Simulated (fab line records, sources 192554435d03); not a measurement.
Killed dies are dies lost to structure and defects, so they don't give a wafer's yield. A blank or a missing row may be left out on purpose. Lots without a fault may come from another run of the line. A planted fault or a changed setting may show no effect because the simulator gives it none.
A struck lot beside a sound one | flow n5_finfet | 20 steps out of a route of 1938
Sound: wafers L843.4, L843.5, L843.6. Struck: wafer L835.5. (L835.4 of the same lot was not struck and is left out.) The cause comes at the end.
At each step with rows: each side's tool, then ch and its chambers, then its first start. Under that, the readings that differ: sound wafers | struck wafers | difference of the means | sigmas: that difference in standard deviations of wafers without a fault.
alike: readings whose means differ by less than 2 such deviations, and words and numbers that are the same on both sides. not compared: withheld readings, readings that some wafer has no value for, bounds like >300 that may hide the same value, and numbers for which the record gives no deviation and whose values overlap.
The two part at a step that has a row with sigmas, a row that says differs or no value, or rows on one side only. Numbers that don't overlap but have no deviation are shown without sigmas and don't part them. A reading that every wafer of one side lacks parts them only if that side has two wafers or more.

first, 9 steps without rows for these wafers: N5_BEOL_M2_COAT_67 (time 60 s, resist thk 60 nm); N5_BEOL_M2_COAT_68 (time 60 s, resist thk 12 nm); N5_BEOL_M2_COAT_76 (time 60 s, resist thk 5 nm); N5_BEOL_M2_COAT_22 (resist thk 30 nm); N5_BEOL_M2_EBR_24; N5_BEOL_M2_SOFTBAKE_23 (time 60 s); N5_BEOL_M2_EXPOSE_25 (exposes mask V1, defocus 5 nm); N5_BEOL_M2_PEB_26 (peb time 60 s); N5_BEOL_M2_DEVELOP_27 (develop time 30 s).
N5_BEOL_M2_CD_MEAS_28: target cd 26.2 nm, target cd y 24.1 nm.
  sound on cd_sem-03 ch 0, day 12 08:24; struck on cd_sem-01 ch 0, day 10 06:11
  alike: cd_nm
N5_BEOL_M2_OVL_MEAS_29:
  sound on overlay-02 ch 0, day 12 08:26; struck on overlay-02 ch 0, day 10 06:14
  alike: V1_OVL
N5_BEOL_M2_INSPECT_30: inspects for defects (brightfield).
  sound on defect_inspect-02, day 12 08:29; struck on defect_inspect-01, day 10 06:17
  alike: raw_defect_count
N5_BEOL_M2_DESCUM_33: chemistry O2, time 7 s.
  sound on rie_diel-02 ch 0,1, day 12 09:35; struck on rie_diel-01 ch 3, day 10 06:19
  reading                                      | sound          | struck | difference | sigmas
  model.CAR-EUV_of_BEOL_M2_COAT_22.thk_nm (nm) | 26.2 26.2 26.2 | 25.4   | -0.8       |
  alike: drypump_motor_current_A, oes_product_au, rf_vpp_V, showerhead_plenum_p_Torr, throttle_valve_pct
  not compared: rf_hours_counter_h
N5_BEOL_M2_ETCH_77: etches underlayer in N2/H2, target depth 6.5 nm, time 5.2 s.
  sound on rie_diel-02 ch 0,1, day 12 09:37; struck on rie_diel-01 ch 3, day 10 06:21
  alike: drypump_motor_current_A, etch_rf_on_time_s, oes_product_au, rf_vpp_V, showerhead_plenum_p_Torr, throttle_valve_pct
  not compared: rf_hours_counter_h
N5_BEOL_M2_ETCH_69: etches SiARC in CF4, target depth 15.6 nm, time 26 s.
  sound on rie_diel-02 ch 0,1, day 12 09:38; struck on rie_diel-01 ch 3, day 10 06:22
  reading               | sound          | struck | difference | sigmas
  etch_rf_on_time_s (s) | 25.7 25.8 25.6 | 26.8   | +1.1       | +2
  alike: drypump_motor_current_A, oes_product_au, rf_vpp_V, showerhead_plenum_p_Torr, throttle_valve_pct
  not compared: rf_hours_counter_h
N5_BEOL_M2_ALD_98: deposits SiO2, target thk 2.5 nm, pulse time 1 s, co reactant pulse time 1 s.
  sound on ald_sin-04 ch 0,1, day 12 10:06; struck on ald_sin-02 ch 2, day 10 06:30
  alike: heater_power_w, precursor_pulse_height_rel
N5_BEOL_M2_ETCHBACK_99: etches SiO2 in CHF3, target depth 5 nm, time 10.4 s.
  sound on rie_diel-02 ch 1,2, day 12 17:33; struck on rie_diel-01 ch 2, day 10 10:32
  reading                                      | sound          | struck | difference | sigmas
  oes_product_au (a.u.)                        | 0.69 0.71 0.69 | 0.92   | +0.22      | +2
  model.CAR-EUV_of_BEOL_M2_COAT_22.thk_nm (nm) | 10.4 10.6 10.6 | 9.8    | -0.7       |
  alike: CHF3_flow_sccm, drypump_motor_current_A, rf_vpp_V, showerhead_plenum_p_Torr, throttle_valve_pct
  not compared: rf_hours_counter_h
N5_BEOL_M2_ETCH_70: etches SOC in N2/H2, target depth 80 nm, overetch 24 nm, time 130 s.
  sound on rie_diel-02 ch 1,2, day 12 17:35; struck on rie_diel-01 ch 2, day 10 10:35
  reading               | sound          | struck | difference | sigmas
  oes_product_au (a.u.) | 0.51 0.53 0.52 | 0.66   | +0.14      | +2
  alike: drypump_motor_current_A, rf_vpp_V, showerhead_plenum_p_Torr, throttle_valve_pct
  not compared: rf_hours_counter_h
N5_BEOL_M4_RC_MEAS_101:
  sound on prober-02 ch 0, day 13 22:50; struck on prober-02 ch 0, day 11 19:01
  reading       | sound          | struck | difference | sigmas
  SS_P (mV/dec) | 73.1 72.8 72.6 | 74.1   | +1.3       | +2
  alike: DIBL_N, DIBL_P, IOFF_N, IOFF_P, ION_N, ION_P, SS_N, VT_N, VT_P
then, 1 step without rows for these wafers: N5_PASSIVATION_PROBE_49.

WHERE THEY PART
First at N5_BEOL_M2_ETCH_69; last, within this record, at N5_BEOL_M4_RC_MEAS_101.

WHY: what the simulator had put in
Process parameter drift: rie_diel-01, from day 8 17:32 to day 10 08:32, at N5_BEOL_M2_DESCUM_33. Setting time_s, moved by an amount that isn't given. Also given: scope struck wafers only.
